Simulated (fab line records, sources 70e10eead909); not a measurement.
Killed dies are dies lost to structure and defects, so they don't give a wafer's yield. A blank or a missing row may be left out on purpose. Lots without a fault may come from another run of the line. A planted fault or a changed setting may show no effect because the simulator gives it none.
Chamber matching | flow nand_harc | NHARC_A_CHANNEL_FILL_D2_CMP_10 on cmp-01: 4 sister chambers
The step polishes, target thk 150 nm. 20 wafers are shown with their chamber, then 10 later ones without.

WAFERS WITH THEIR CHAMBER
wafer  | chamber | motor_current_A (A) | time_to_endpoint_s (s)
L074.1 | 3       | 14.7                | 14.5
L074.2 | 1       | 13.0                | 13.6
L074.3 | 0       | 12.9                | 11.0
L077.1 | 1       | 13.2                | 12.6
L077.2 | 0       | 11.6                | 15.4
L077.6 | 0       | 11.9                | 15.0
L077.3 | 2       | 11.0                | 14.6
L077.4 | 3       | 14.3                | 15.0
L077.5 | 1       | 12.7                | 12.4
L084.1 | 1       | 12.8                | 12.6
L084.2 | 0       | 11.9                | 14.6
L084.6 | 3       | 15.0                | 12.0
L086.1 | 0       | 11.8                | 13.8
L086.4 | 1       | 12.3                | 12.1
L086.5 | 2       | 11.2                | 11.8
L086.2 | 3       | 14.7                | 12.7
L086.3 | 2       | 11.4                | 12.0
L086.6 | 1       | 12.2                | 13.0
L089.1 | 1       | 12.5                | 17.1
L089.3 | 3       | 14.8                | 17.5

SIGNATURES (means of the wafers above)
reading            | chamber 0 | chamber 1 | chamber 2 | chamber 3 | scatter within a chamber
motor_current_A    | 12.020    | 12.671    | 11.200    | 14.700    | 0.368
time_to_endpoint_s | 13.960    | 13.343    | 12.800    | 14.340    | 1.83
Rule: a wafer's distance from a chamber is the root of the sum, over the readings, of the square of ((its reading less the chamber's mean) divided by the reading's scatter). The wafer belongs to the nearest chamber; if the next one is less than 2 further off, it can't be placed. The scatter: the root of (the sum of the squares of (reading less its chamber's mean) over the shown wafers, divided by (wafers less chambers)).

WAFERS WITHOUT THEIR CHAMBER
wafer  | motor_current_A (A) | time_to_endpoint_s (s)
L089.5 | 12.5                | 14.3
L088.2 | 11.4                | 16.6
L088.3 | 12.8                | 14.5
L088.5 | 15.2                | 13.7
L093.2 | 11.5                | 16.1
L093.3 | 12.3                | 13.6
L093.6 | 12.6                | 18.0
L093.1 | 11.0                | 17.2
L093.4 | 15.1                | 15.9
L093.5 | 13.2                | 16.2

WHICH CHAMBER EACH WENT THROUGH
wafer  | from the rows above          | in truth
L089.5 | can't be placed: 1 or 0      | 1
L088.2 | can't be placed: 2 or 0 or 1 | 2
L088.3 | can't be placed: 1 or 0      | 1
L088.5 | 3                            | 3
L093.2 | can't be placed: 0 or 2 or 1 | 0
L093.3 | can't be placed: 0 or 1      | 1
L093.6 | can't be placed: 1 or 0      | 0
L093.1 | can't be placed: 2 or 0      | 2
L093.4 | 3                            | 3
L093.5 | can't be placed: 1 or 0      | 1
Placed correctly: 2 of 10. Can't be placed from these rows: 8 (the true chamber is among the candidates in 8). Placed wrongly: 0.
